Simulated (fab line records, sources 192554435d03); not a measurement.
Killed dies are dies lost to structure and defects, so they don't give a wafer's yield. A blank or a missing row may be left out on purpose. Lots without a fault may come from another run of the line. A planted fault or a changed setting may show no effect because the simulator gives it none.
Chamber matching | flow n5_finfet | N5_BEOL_M0_SAQP_ETCH_102 on rie_si-02: 4 sister chambers
The step etches SiO2 in CF4, target depth 4 nm, time 4.4 s. 8 wafers are shown with their chamber, then 10 later ones without.

WAFERS WITH THEIR CHAMBER
wafer  | chamber | throttle_valve_pct (%) | oes_product_au (a.u.)
L086.5 | 2       | 21.89                  | 0.994
L087.4 | 3       | 21.54                  | 1.008
L087.6 | 0       | 21.80                  | 0.971
L090.1 | 1       | 21.54                  | 0.970
L090.2 | 3       | 21.55                  | 0.998
L090.3 | 0       | 21.79                  | 0.967
L092.1 | 1       | 21.55                  | 0.973
L092.2 | 2       | 21.88                  | 0.998

WAFERS WITHOUT THEIR CHAMBER
wafer  | throttle_valve_pct (%) | oes_product_au (a.u.)
L092.3 | 21.55                  | 1.007
L095.2 | 21.80                  | 0.983
L095.3 | 21.55                  | 0.970
L095.6 | 21.89                  | 0.994
L096.1 | 21.79                  | 0.974
L096.2 | 21.53                  | 0.968
L096.3 | 21.55                  | 1.007
L096.4 | 21.89                  | 0.991
L096.5 | 21.81                  | 0.963
L096.6 | 21.54                  | 0.975

WHICH CHAMBER EACH WENT THROUGH
wafer  | from the rows above | in truth
L092.3 | 3                   | 3
L095.2 | 0                   | 0
L095.3 | 1                   | 1
L095.6 | 2                   | 2
L096.1 | 0                   | 0
L096.2 | 1                   | 1
L096.3 | 3                   | 3
L096.4 | 2                   | 2
L096.5 | 0                   | 0
L096.6 | 1                   | 1
Placed correctly: 10 of 10. Can't be placed from these rows: 0. Placed wrongly: 0.
How it was worked out, from the rows above alone: a wafer's distance from a chamber is the root of the sum, over the readings, of the square of ((its reading less the chamber's mean) divided by the reading's scatter). The wafer belongs to the nearest chamber; if the next one is less than 2 further off, it can't be placed. A chamber's mean is the mean of its shown wafers. The scatter: the root of (the sum of the squares of (reading less its chamber's mean) over the shown wafers, divided by (wafers less chambers)).
